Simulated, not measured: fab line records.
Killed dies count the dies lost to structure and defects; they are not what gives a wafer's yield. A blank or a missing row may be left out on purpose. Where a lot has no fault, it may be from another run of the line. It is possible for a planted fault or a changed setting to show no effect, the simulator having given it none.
Matching of chambers	flow nand harc	NHARC_A_CHANNEL_FILL_D1_ETCHBACK_20 on rie diel-13: 4 sister chambers
The step etches the open film in C4F8/O2/Ar, target depth 27 nm, time 13.5 s. 24 wafers are shown with their chamber, then 12 later ones without.

WAFERS, EACH WITH ITS CHAMBER
wafer	chamber	rf vpp V (V)	oes product au (a.u.)
L075.1	0	971	0.94
L075.3	3	980	0.93
L075.4	2	987	0.93
L080.2	0	969	0.93
L080.5	0	969	0.93
L080.6	2	985	0.93
L078.2	3	981	0.93
L078.5	3	980	0.93
L078.6	2	986	0.94
L082.1	0	970	1.01
L082.2	1	981	0.99
L082.6	3	980	0.99
L084.1	3	981	0.98
L084.5	2	987	1.00
L084.6	0	969	1.00
L085.2	2	986	1.00
L085.3	3	982	0.99
L085.4	0	970	1.01
L086.3	0	970	1.00
L086.4	3	983	0.98
L086.6	2	984	1.00
L088.2	1	982	0.99
L088.5	2	985	1.00
L088.6	3	979	1.00

SIGNATURES (means of the wafers above)
reading	chamber 0	chamber 1	chamber 2	chamber 3	scatter within a chamber
rf vpp V	969.71	981.50	985.71	980.75	1.07
oes product au	0.9743	0.9900	0.9714	0.9663	0.0341
Rule: for a wafer and a chamber, the distance is found by dividing, reading by reading, the gap between the wafer's reading and the chamber's mean by the reading's scatter, squaring, summing and taking the root. The wafer belongs to the nearest chamber; if the next one is less than 2 further off, it can't be placed. How the scatter is found: for the shown wafers, subtract from each reading the mean of its chamber, square and add these, divide the total by (wafers less chambers), then take the root.

WAFERS MISSING THEIR CHAMBER
wafer	rf vpp V (V)	oes product au (a.u.)
L091.2	981	0.99
L091.3	984	0.99
L091.4	971	0.98
L093.2	981	1.02
L093.4	986	1.00
L093.5	981	1.00
L095.2	982	1.02
L095.4	981	1.01
L095.6	981	1.01
L097.2	970	0.96
L097.3	982	0.95
L097.4	981	0.96

THE CHAMBER EACH PASSED THROUGH
wafer	from the rows above	in truth
L091.2	can't be placed: 1 or 3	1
L091.3	can't be placed: 2 or 1 or 3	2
L091.4	0	0
L093.2	can't be placed: 1 or 3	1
L093.4	2	2
L093.5	can't be placed: 1 or 3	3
L095.2	can't be placed: 1 or 3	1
L095.4	can't be placed: 1 or 3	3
L095.6	can't be placed: 1 or 3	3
L097.2	0	0
L097.3	can't be placed: 3 or 1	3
L097.4	can't be placed: 3 or 1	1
Correctly placed: 3 of 12. Cannot be placed on the basis of these rows: 9; the candidates contain the true chamber in 9. 0 placed wrongly.
